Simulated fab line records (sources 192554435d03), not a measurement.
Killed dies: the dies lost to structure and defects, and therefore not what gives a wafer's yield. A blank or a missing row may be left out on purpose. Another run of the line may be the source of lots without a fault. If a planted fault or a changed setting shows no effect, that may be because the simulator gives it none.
Lot-split experiment	flow n5-finfet	on a route of 1938 steps: 7 lots, 21 wafers read

== SPLIT DETAILS ==
At N5_BEOL_M9_EXPOSE_25 (exposes mask V8), the setting dose-mj was moved away from the recipe's 37.25 on 7 of the 21 wafers read, by -6.7% to +7.0%. For the rest of the wafers, this setting stayed at what the recipe calls for.

== FROM THE SPLIT TO THE READING: what the file shows between them, 2 steps ==
- N5_BEOL_M9_PEB_26: peb time 60 s
- N5_BEOL_M9_DEVELOP_27: develop time 30 s

== THE READING ==
cd-nm, in nm, at N5_BEOL_M9_CD_MEAS_28 (target cd 70 nm). Typical for fault-free wafers on this fab line: 69.95 nm, with standard deviation 0.29 nm.

wafer	tool, chamber at the split	dose-mj as run	against the recipe	cd-nm, nm	against lot-mates on the recipe
L074.2	euv-scanner-01, 0	37.25	recipe	69.97	-
L074.4	euv-scanner-01, 0	35.4	-5.0%	68.74	-1.23
L074.5	euv-scanner-01, 0	35.4	-5.0%	68.83	-1.14
L079.1	euv-scanner-02, 0	37.25	recipe	70.35	-
L079.2	euv-scanner-02, 0	37.25	recipe	70.37	-
L079.6	euv-scanner-02, 0	37.25	recipe	70.04	-
L086.2	euv-scanner-02, 0	37.25	recipe	69.66	-
L086.5	euv-scanner-02, 0	37.25	recipe	69.74	-
L086.6	euv-scanner-02, 0	37.25	recipe	69.65	-
L088.2	euv-scanner-02, 0	37.25	recipe	69.57	-
L088.4	euv-scanner-02, 0	37.25	recipe	69.87	-
L088.6	euv-scanner-02, 0	37.25	recipe	69.94	-
L087.1	euv-scanner-01, 0	39.85	+7.0%	72.16	+2.24
L087.3	euv-scanner-01, 0	39.85	+7.0%	71.22	+1.30
L087.4	euv-scanner-01, 0	37.25	recipe	69.92	-
L090.3	euv-scanner-01, 0	34.74	-6.7%	68.11	-1.92
L090.5	euv-scanner-01, 0	34.74	-6.7%	68.51	-1.52
L090.6	euv-scanner-01, 0	37.25	recipe	70.03	-
L089.1	euv-scanner-01, 0	37.25	recipe	69.50	-
L089.3	euv-scanner-01, 0	37.25	recipe	69.74	-
L089.5	euv-scanner-01, 0	38.11	+2.3%	70.41	+0.79

THE FIT
A straight line over all 21 wafers: cd-nm changes by +0.242 nm for each +1% of dose-mj; r = +0.95; the points scatter about the line by 0.28 nm.
The same after taking each lot's own level away (the mean of its wafers on the recipe; 21 wafers): +0.254 nm for each +1%; r = +0.98; scatter 0.2 nm.
Per that fit: largest dose-mj move, reading shift of 1.8 nm.
Measured against the standard deviation above, the lots' own levels, which go from 69.620 to 70.253 nm, span 2.2 times it.
Hence the lot-to-lot level has little effect on the slope; both slopes agree.
Check: with one of the wafers moved furthest among these (+7.0%) left out of the fit, the line predicts +1.62 nm for it against its lot-mates. It came out at +2.24 nm against them.

== THE OTHER SPLITS THESE WAFERS WENT THROUGH ==
Note: prior to the reading, these wafers also went through further splits. Each is held against what the fit with the lots' levels taken away leaves over:
other split on the same wafers	wafers away from the commonest value	r with cd-nm (lot level and that fit taken away)
N5_BEOL_M6_HM_DEP_02 target-thk-a	5	-0.01
N5_BEOL_M7_PECVD_70 temp-c	2	+0.13
N5_BEOL_M8_PECVD_70 temp-c	9	-0.15
N5_BEOL_M8_EXPOSE_08 dose-mj	6	-0.02

== THE FILE'S OWN FIT ==
cd-nm changes by +0.255 nm for each +1% of dose-mj, r = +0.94.
